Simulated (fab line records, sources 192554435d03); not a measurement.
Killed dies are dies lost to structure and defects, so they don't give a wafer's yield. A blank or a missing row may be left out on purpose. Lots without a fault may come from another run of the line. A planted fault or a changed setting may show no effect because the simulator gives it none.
A struck lot beside a sound one | flow n5_finfet | 28 steps out of a route of 1938
Sound: wafers L286.1, L286.4, L286.6. Struck: wafers L299.1, L299.2, L299.4. The cause comes at the end.
At each step with rows: each side's tool, then ch and its chambers, then its first start. Under that, the readings that differ: sound wafers | struck wafers | difference of the means | sigmas: that difference in standard deviations of wafers without a fault.
alike: readings whose means differ by less than 2 such deviations, and words and numbers that are the same on both sides. not compared: withheld readings, readings that some wafer has no value for, bounds like >300 that may hide the same value, and numbers for which the record gives no deviation and whose values overlap.
The two part at a step that has a row with sigmas, a row that says differs or no value, or rows on one side only. Numbers that don't overlap but have no deviation are shown without sigmas and don't part them. A reading that every wafer of one side lacks parts them only if that side has two wafers or more.

first, 9 steps without rows for these wafers: N5_MOL_CONTACT_COAG_COAT_64 (time 60 s, resist thk 10 nm); N5_MOL_CONTACT_COAG_COAT_34 (resist thk 40 nm); N5_MOL_CONTACT_COAG_EBR_36; N5_MOL_CONTACT_COAG_SOFTBAKE_35 (time 60 s); N5_MOL_CONTACT_COAG_EXPOSE_37 (exposes mask VD, defocus 0 nm); N5_MOL_CONTACT_COAG_PEB_38 (peb time 60 s); N5_MOL_CONTACT_COAG_DEVELOP_39 (develop time 30 s); N5_MOL_CONTACT_COAG_DESCUM_45 (chemistry O2, time 7 s); N5_MOL_CONTACT_COAG_ETCH_65 (etches underlayer in N2/H2, target depth 13 nm, time 10.4 s).
N5_MOL_CONTACT_COAG_ETCH_66: etches SiARC in CF4, target depth 13 nm, time 21.7 s.
  sound on rie_diel-04 ch 0,1,2, day 5 23:22; struck on rie_diel-04 ch 1,2,3, day 9 05:22
  no value came back on the struck wafers for any of 9 readings (bias_w (W), cf4_flow_sccm (sccm) and others); on the sound wafers bias_w (W) reads 35.99 36.08 35.98
  reading                                               | sound        | struck         | difference | sigmas
  model.CAR-EUV_of_MOL_CONTACT_COAG_COAT_34.thk_nm (nm) | 16.8 17 16.8 | 24.6 24.8 24.6 | +7.8       |
  not compared: rf_hours_counter_h
then, 1 step without rows for these wafers: N5_MOL_CONTACT_COAG_ALD_133 (deposits SiO2, target thk 5 nm, pulse time 1 s, co reactant pulse time 1 s).
N5_MOL_CONTACT_COAG_ETCHBACK_134: etches SiO2 in CHF3, target depth 10 nm, time 6.7 s.
  sound on rie_diel-05 ch 0,1, day 5 23:38; struck on rie_diel-04 ch 1,2,3, day 9 05:46
  reading                                               | sound          | struck         | difference | sigmas
  oes_product_au (a.u.)                                 | 0.73 0.69 0.69 | 0.26 0.30 0.25 | -0.43      | -6
  model.CAR-EUV_of_MOL_CONTACT_COAG_COAT_34.thk_nm (nm) | 15.4 15.6 15.4 | 23.2 23.4 23.2 | +7.8       |
  alike: drypump_motor_current_A, mfc_ar_sccm, rf_vpp_V, showerhead_plenum_p_Torr, throttle_valve_pct
  not compared: rf_hours_counter_h
N5_MOL_CONTACT_COAG_ETCH_67: etches SOC in N2/H2, target depth 60 nm, overetch 21 nm, time 101.2 s.
  sound on rie_diel-05 ch 0,1, day 5 23:40; struck on rie_diel-04 ch 1,2,3, day 9 05:48
  reading               | sound          | struck         | difference | sigmas
  oes_product_au (a.u.) | 0.62 0.59 0.59 | 0.26 0.30 0.25 | -0.33      | -6
  alike: bias_w, chamber_pressure_mTorr, drypump_motor_current_A, h2_flow_sccm, n2_flow_sccm, rf_vpp_V, showerhead_plenum_p_Torr, temp_c, throttle_valve_pct
  not compared: rf_hours_counter_h
then, 11 steps without rows for these wafers: N5_MOL_CONTACT_COAG_STRIP_68 (strips in N2/H2); N5_MOL_CONTACT_COAG_STRIP_69 (strips in N2/H2); N5_MOL_CONTACT_COAG_ETCHBACK_136 (etches SiO2 in CHF3, target depth 25 nm, time 16.7 s); N5_MOL_CONTACT_COAG_STRIP_120 (strips in CHF3); N5_MOL_CONTACT_COAG_VIA_ETCH_117 (etches SiO2 in C4F6/O2, target depth 40 nm, overetch 8 nm, time 26 s); N5_MOL_CONTACT_COAG_ETCH_124 (etches SiNx in CH3F/O2, stops on SiOC, target depth 6.5 nm); N5_MOL_CONTACT_COAG_ETCH_48 (etches SiOC in C4F6/O2, target depth 15 nm, overetch 4.5 nm, time 17 s); N5_MOL_CONTACT_COAG_STRIP_72 (strips in N2/H2); N5_MOL_CONTACT_COAG_STRIP_49 (strips in N2/H2, time 30 s); N5_MOL_CONTACT_COAG_PRECLEAN_138 (cleans in alkaline clean, time 60 s); N5_MOL_CONTACT_COAG_SRD_139 (time 30 s).
N5_MOL_CONTACT_COAG_CD_MEAS_101: target cd 16 nm.
  sound on cd_sem-02, day 6 00:08; struck on cd_sem-03, day 9 06:16
  reading    | sound          | struck | difference                    | sigmas
  cd_nm (nm) | 15.7 16.0 16.3 | - - -  | no value on the struck wafers |
then, 1 step without rows for these wafers: N5_MOL_CONTACT_COAG_PRE_CLEAN_121.
N5_BEOL_M4_RC_MEAS_101:
  the record has rows for the sound wafers here (prober-02 ch 0, day 8 08:39) and none for the struck ones
-- the record jumps here: 7 days lie between the struck wafers' starts before and after (it left off in module BEOL_M4 and takes up again in module PASSIVATION, whose first step shown is number 1936 of the route) --
N5_PASSIVATION_PROBE_49:
  sound on prober-01, day 12 20:50; struck on prober-01, day 16 14:46
  reading            | sound     | struck         | difference | sigmas
  killed_at_contacts | 6 5 2     | 1086 1068 1093 | +1078      | +99 or more
  killed_dies        | 108 84 89 | 1180 1180 1180 | +1086      | +64
  killed_on_rim      | 13 8 13   | 152 152 152    | +141       | +34
  alike: killed_at_M0_to_M3, killed_at_M4_up, killed_at_front_end, killed_at_other, killed_open, killed_short

WHERE THEY PART
First at N5_MOL_CONTACT_COAG_ETCH_66; last, within this record, at N5_PASSIVATION_PROBE_49.

WHY: what the simulator had put in
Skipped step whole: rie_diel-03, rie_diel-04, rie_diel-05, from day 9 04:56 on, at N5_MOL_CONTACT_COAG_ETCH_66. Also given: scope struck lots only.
